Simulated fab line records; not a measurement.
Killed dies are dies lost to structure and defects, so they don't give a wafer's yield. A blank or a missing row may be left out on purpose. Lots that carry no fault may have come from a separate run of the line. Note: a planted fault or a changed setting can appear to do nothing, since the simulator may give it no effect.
Which of the tools did it? :: flow nandHarc :: 39 wafers from 13 lots sampled at 4 of the route's 1159 steps

## WHAT THE GAUGES SHOWED, per wafer
The record holds no reading of a measuring or inspecting step that can be judged against a usual standard deviation.

## WHICH TOOL RAN EACH LOT (tool, then ch and the chambers of the sampled wafers, then the start)
lot: L298
NHARC_A_CONTACT_DEP_57: aclDep-03 ch 0, day 16 18:05
NHARC_A_CONTACT_ETCH_75: rieDiel-01 ch 0,2,3, day 16 20:43
NHARC_A_CONTACT_ETCH_126: harCapEtch-02 ch 0,1, day 16 22:07
NHARC_A_CONTACT_SOFTBAKE_03: lithoTrack-01 ch 0, day 17 02:00

lot: L300
NHARC_A_CONTACT_DEP_57: aclDep-02 ch 0, day 16 23:27
NHARC_A_CONTACT_ETCH_75: rieDiel-04 ch 0,2, day 17 01:49
NHARC_A_CONTACT_ETCH_126: harCapEtch-03 ch 0,1, day 17 03:25
NHARC_A_CONTACT_SOFTBAKE_03: lithoTrack-06 ch 0, day 17 08:00

lot: L302
NHARC_A_CONTACT_DEP_57: aclDep-02 ch 0, day 17 23:44
NHARC_A_CONTACT_ETCH_75: rieDiel-04 ch 1,2,3, day 18 02:23
NHARC_A_CONTACT_ETCH_126: harCapEtch-03 ch 0,1, day 18 04:05
NHARC_A_CONTACT_SOFTBAKE_03: lithoTrack-04 ch 0, day 18 12:00

lot: L306
NHARC_A_CONTACT_DEP_57: aclDep-02 ch 0, day 18 13:40
NHARC_A_CONTACT_ETCH_75: rieDiel-01 ch 1,3, day 18 16:27
NHARC_A_CONTACT_ETCH_126: harCapEtch-02 ch 1, day 18 17:55
NHARC_A_CONTACT_SOFTBAKE_03: lithoTrack-04 ch 0, day 18 23:00

lot: L305
NHARC_A_CONTACT_DEP_57: aclDep-01 ch 0, day 18 15:49
NHARC_A_CONTACT_ETCH_75: rieDiel-01 ch 0,1, day 18 18:24
NHARC_A_CONTACT_ETCH_126: harCapEtch-03 ch 0,1, day 18 19:50
NHARC_A_CONTACT_SOFTBAKE_03: lithoTrack-06 ch 0, day 19 02:00

lot: L304
NHARC_A_CONTACT_DEP_57: aclDep-01 ch 0, day 18 20:25
NHARC_A_CONTACT_ETCH_75: rieDiel-01 ch 0,2, day 18 22:35
NHARC_A_CONTACT_ETCH_126: harCapEtch-01 ch 0,1, day 19 00:02
NHARC_A_CONTACT_SOFTBAKE_03: lithoTrack-01 ch 0, day 19 05:00

lot: L308
NHARC_A_CONTACT_DEP_57: aclDep-03 ch 0, day 19 02:20
NHARC_A_CONTACT_ETCH_75: rieDiel-13 ch 1,2,3, day 19 04:50
NHARC_A_CONTACT_ETCH_126: harCapEtch-03 ch 0,1, day 19 06:19
NHARC_A_CONTACT_SOFTBAKE_03: lithoTrack-06 ch 0, day 19 11:00

lot: L312
NHARC_A_CONTACT_DEP_57: aclDep-01 ch 0, day 19 12:04
NHARC_A_CONTACT_ETCH_75: rieDiel-01 ch 0,1,2, day 19 15:02
NHARC_A_CONTACT_ETCH_126: harCapEtch-01 ch 0,1, day 19 16:28
NHARC_A_CONTACT_SOFTBAKE_03: lithoTrack-06 ch 0, day 19 20:00

lot: L313
NHARC_A_CONTACT_DEP_57: aclDep-03 ch 0, day 20 02:33
NHARC_A_CONTACT_ETCH_75: rieDiel-01 ch 2,3, day 20 05:20
NHARC_A_CONTACT_ETCH_126: harCapEtch-01 ch 0,1, day 20 06:49
NHARC_A_CONTACT_SOFTBAKE_03: lithoTrack-04 ch 0, day 20 12:00

lot: L314
NHARC_A_CONTACT_DEP_57: aclDep-01 ch 0, day 20 08:42
NHARC_A_CONTACT_ETCH_75: rieDiel-01 ch 1,2,3, day 20 10:52
NHARC_A_CONTACT_ETCH_126: harCapEtch-02 ch 0,1, day 20 12:19
NHARC_A_CONTACT_SOFTBAKE_03: lithoTrack-04 ch 0, day 20 18:00

lot: L317
NHARC_A_CONTACT_DEP_57: aclDep-02 ch 0, day 21 06:01
NHARC_A_CONTACT_ETCH_75: rieDiel-01 ch 0,2,3, day 21 08:19
NHARC_A_CONTACT_ETCH_126: harCapEtch-03 ch 1, day 21 09:42
NHARC_A_CONTACT_SOFTBAKE_03: lithoTrack-06 ch 0, day 21 15:00

lot: L318
NHARC_A_CONTACT_DEP_57: aclDep-03 ch 0, day 21 06:44
NHARC_A_CONTACT_ETCH_75: rieDiel-04 ch 1,2,3, day 21 09:32
NHARC_A_CONTACT_ETCH_126: harCapEtch-01 ch 0,1, day 21 10:56
NHARC_A_CONTACT_SOFTBAKE_03: lithoTrack-06 ch 0, day 21 15:00

lot: L320
NHARC_A_CONTACT_DEP_57: aclDep-03 ch 0, day 21 11:47
NHARC_A_CONTACT_ETCH_75: rieDiel-13 ch 0,2,3, day 21 14:23
NHARC_A_CONTACT_ETCH_126: harCapEtch-03 ch 0,1, day 21 15:53
NHARC_A_CONTACT_SOFTBAKE_03: lithoTrack-06 ch 0, day 21 20:00
- NHARC_A_CONTACT_DEP_57: deposits aC, target thk 2800 nm.
- NHARC_A_CONTACT_ETCH_75: etches the open film in CF4, target depth 39 nm, time 65 s.
- NHARC_A_CONTACT_ETCH_126: etches the open film in C4F8/O2/Ar, time 155 s, target depth 956 nm.
- NHARC_A_CONTACT_SOFTBAKE_03: time 55 s.

## AS READ BY THE TOOLS THEMSELVES (means over the sampled wafers that have a number; for cases with no such wafer, the mark the record gives instead)
NHARC_A_CONTACT_DEP_57. Usual: throttleValvePct reads 35.000 % (standard deviation 0.0099).
lot: L298
tool: aclDep-03
throttleValvePct (%): 35.007
flag: 

lot: L300
tool: aclDep-02
throttleValvePct (%): 34.994
flag: 

lot: L302
tool: aclDep-02
throttleValvePct (%): 34.998
flag: 

lot: L306
tool: aclDep-02
throttleValvePct (%): 34.990
flag: 

lot: L305
tool: aclDep-01
throttleValvePct (%): 34.999
flag: 

lot: L304
tool: aclDep-01
throttleValvePct (%): 34.995
flag: 

lot: L308
tool: aclDep-03
throttleValvePct (%): 35.008
flag: 

lot: L312
tool: aclDep-01
throttleValvePct (%): 34.996
flag: 

lot: L313
tool: aclDep-03
throttleValvePct (%): 34.995
flag: 

lot: L314
tool: aclDep-01
throttleValvePct (%): 35.002
flag: 

lot: L317
tool: aclDep-02
throttleValvePct (%): 34.999
flag: 

lot: L318
tool: aclDep-03
throttleValvePct (%): 35.007
flag: 

lot: L320
tool: aclDep-03
throttleValvePct (%): 35.000
flag: 

NHARC_A_CONTACT_ETCH_75. Usual: drypumpMotorCurrentA 5.5 A, standard deviation 0.49; oesProductAu 1.001 a.u., standard deviation 0.0068; rfVppV 150.9 V, standard deviation 1.2; showerheadPlenumPTorr 1.73 Torr, standard deviation 0.079; throttleValvePct 13.285 %, standard deviation 0.0089.
lot: L298
tool: rieDiel-01
drypumpMotorCurrentA (A): 5.4
oesProductAu (a.u.): 1.002
rfVppV (V): 151.0
showerheadPlenumPTorr (Torr): 1.72
throttleValvePct (%): 13.282
flag: 

lot: L300
tool: rieDiel-04
drypumpMotorCurrentA (A): 6.0
oesProductAu (a.u.): 0.999
rfVppV (V): 151.3
showerheadPlenumPTorr (Torr): 1.73
throttleValvePct (%): 13.276
flag: 

lot: L302
tool: rieDiel-04
drypumpMotorCurrentA (A): 6.3
oesProductAu (a.u.): 1.012
rfVppV (V): 151.4
showerheadPlenumPTorr (Torr): 1.78
throttleValvePct (%): 13.274
flag: 

lot: L306
tool: rieDiel-01
drypumpMotorCurrentA (A): 5.6
oesProductAu (a.u.): 1.003
rfVppV (V): 150.2
showerheadPlenumPTorr (Torr): 1.67
throttleValvePct (%): 13.282
flag: 

lot: L305
tool: rieDiel-01
drypumpMotorCurrentA (A): 5.0
oesProductAu (a.u.): 1.000
rfVppV (V): 151.0
showerheadPlenumPTorr (Torr): 1.75
throttleValvePct (%): 13.289
flag: 

lot: L304
tool: rieDiel-01
drypumpMotorCurrentA (A): 5.0
oesProductAu (a.u.): 0.997
rfVppV (V): 151.5
showerheadPlenumPTorr (Torr): 1.78
throttleValvePct (%): 13.273
flag: 

lot: L308
tool: rieDiel-13
drypumpMotorCurrentA (A): 5.8
oesProductAu (a.u.): 1.000
rfVppV (V): 151.2
showerheadPlenumPTorr (Torr): 1.77
throttleValvePct (%): 13.275
flag: 

lot: L312
tool: rieDiel-01
drypumpMotorCurrentA (A): 5.1
oesProductAu (a.u.): 1.002
rfVppV (V): 151.3
showerheadPlenumPTorr (Torr): 1.74
throttleValvePct (%): 13.287
flag: 

lot: L313
tool: rieDiel-01
drypumpMotorCurrentA (A): 5.5
oesProductAu (a.u.): 1.008
rfVppV (V): 150.6
showerheadPlenumPTorr (Torr): 1.67
throttleValvePct (%): 13.277
flag: 

lot: L314
tool: rieDiel-01
drypumpMotorCurrentA (A): 5.4
oesProductAu (a.u.): 1.001
rfVppV (V): 150.4
showerheadPlenumPTorr (Torr): 1.68
throttleValvePct (%): 13.283
flag: 

lot: L317
tool: rieDiel-01
drypumpMotorCurrentA (A): 5.4
oesProductAu (a.u.): 0.998
rfVppV (V): 150.1
showerheadPlenumPTorr (Torr): 1.72
throttleValvePct (%): 13.285
flag: 

lot: L318
tool: rieDiel-04
drypumpMotorCurrentA (A): 6.3
oesProductAu (a.u.): 1.006
rfVppV (V): 151.2
showerheadPlenumPTorr (Torr): 1.77
throttleValvePct (%): 13.290
flag: 

lot: L320
tool: rieDiel-13
drypumpMotorCurrentA (A): 5.5
oesProductAu (a.u.): 0.998
rfVppV (V): 151.0
showerheadPlenumPTorr (Torr): 1.75
throttleValvePct (%): 13.288
flag: 

NHARC_A_CONTACT_ETCH_126. Usual: oesAirLineAu reads 1.000 a.u. (standard deviation 0.021).
lot: L298
tool: harCapEtch-02
oesAirLineAu (a.u.): 1.005
flag: 

lot: L300
tool: harCapEtch-03
oesAirLineAu (a.u.): 0.971
flag: 

lot: L302
tool: harCapEtch-03
oesAirLineAu (a.u.): 1.014
flag: 

lot: L306
tool: harCapEtch-02
oesAirLineAu (a.u.): 1.002
flag: 

lot: L305
tool: harCapEtch-03
oesAirLineAu (a.u.): 0.984
flag: 

lot: L304
tool: harCapEtch-01
oesAirLineAu (a.u.): 0.993
flag: 

lot: L308
tool: harCapEtch-03
oesAirLineAu (a.u.): 0.991
flag: 

lot: L312
tool: harCapEtch-01
oesAirLineAu (a.u.): 0.990
flag: 

lot: L313
tool: harCapEtch-01
oesAirLineAu (a.u.): 0.987
flag: 

lot: L314
tool: harCapEtch-02
oesAirLineAu (a.u.): 1.008
flag: 

lot: L317
tool: harCapEtch-03
oesAirLineAu (a.u.): 1.015
flag: 

lot: L318
tool: harCapEtch-01
oesAirLineAu (a.u.): 1.014
flag: 

lot: L320
tool: harCapEtch-03
oesAirLineAu (a.u.): 0.979
flag: 

NHARC_A_CONTACT_SOFTBAKE_03. Usual: heaterPowerTotalW reads 188.45 W (standard deviation 0.12).
lot: L298
tool: lithoTrack-01
heaterPowerTotalW (W): 188.53
flag: 

lot: L300
tool: lithoTrack-06
heaterPowerTotalW (W): 188.53
flag: 

lot: L302
tool: lithoTrack-04
heaterPowerTotalW (W): 188.44
flag: 

lot: L306
tool: lithoTrack-04
heaterPowerTotalW (W): 188.40
flag: 

lot: L305
tool: lithoTrack-06
heaterPowerTotalW (W): 188.43
flag: 

lot: L304
tool: lithoTrack-01
heaterPowerTotalW (W): 188.40
flag: 

lot: L308
tool: lithoTrack-06
heaterPowerTotalW (W): 188.43
flag: 

lot: L312
tool: lithoTrack-06
heaterPowerTotalW (W): 188.37
flag: 

lot: L313
tool: lithoTrack-04
heaterPowerTotalW (W): 209.16
flag: OFF

lot: L314
tool: lithoTrack-04
heaterPowerTotalW (W): 209.10
flag: OFF

lot: L317
tool: lithoTrack-06
heaterPowerTotalW (W): 188.35
flag: 

lot: L318
tool: lithoTrack-06
heaterPowerTotalW (W): 188.54
flag: 

lot: L320
tool: lithoTrack-06
heaterPowerTotalW (W): 188.51
flag: 

## THE ANSWER, worked out from the rows above alone
Rule: a lot is off if the mean of its wafers that have a number lies more than 3 standard deviations from the usual mean. A lot without any number at a reading at which 4 lots or more have one is off too. The other lots that the step has rows for count as sound. After the gauges, taken in route order, come the tools' own readings; for these a lot's mean is taken, as printed above. At the first step where some lot is off, the reading lying furthest off is the one used; lots without a number count as furthest.
Off: L313, L314, at NHARC_A_CONTACT_SOFTBAKE_03 (heaterPowerTotalW).
A tool fits if, at that step or a process step before it, it ran every lot that is off, and no sound lot after the first of them. One fits: lithoTrack-04 at NHARC_A_CONTACT_SOFTBAKE_03. Its last sound lot is L306 (day 18 23:00), its first lot that is off L313 (day 20 12:00): a fault that began between those two fits.
The tool's own readings at NHARC_A_CONTACT_SOFTBAKE_03 bear it out: on the lots that are off they differ by more than 5 times the standard deviation of the sound lots' means. heaterPowerTotalW reads 209.13 W there against 188.45 W on the sound lots.

## WHAT THE SIMULATOR HAD PUT IN
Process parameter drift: lithoTrack-04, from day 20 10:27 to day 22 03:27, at NHARC_A_CONTACT_SOFTBAKE_03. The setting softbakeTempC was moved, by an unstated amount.
Shown lots that were struck: L313, L314. This agrees with what the rule above found.
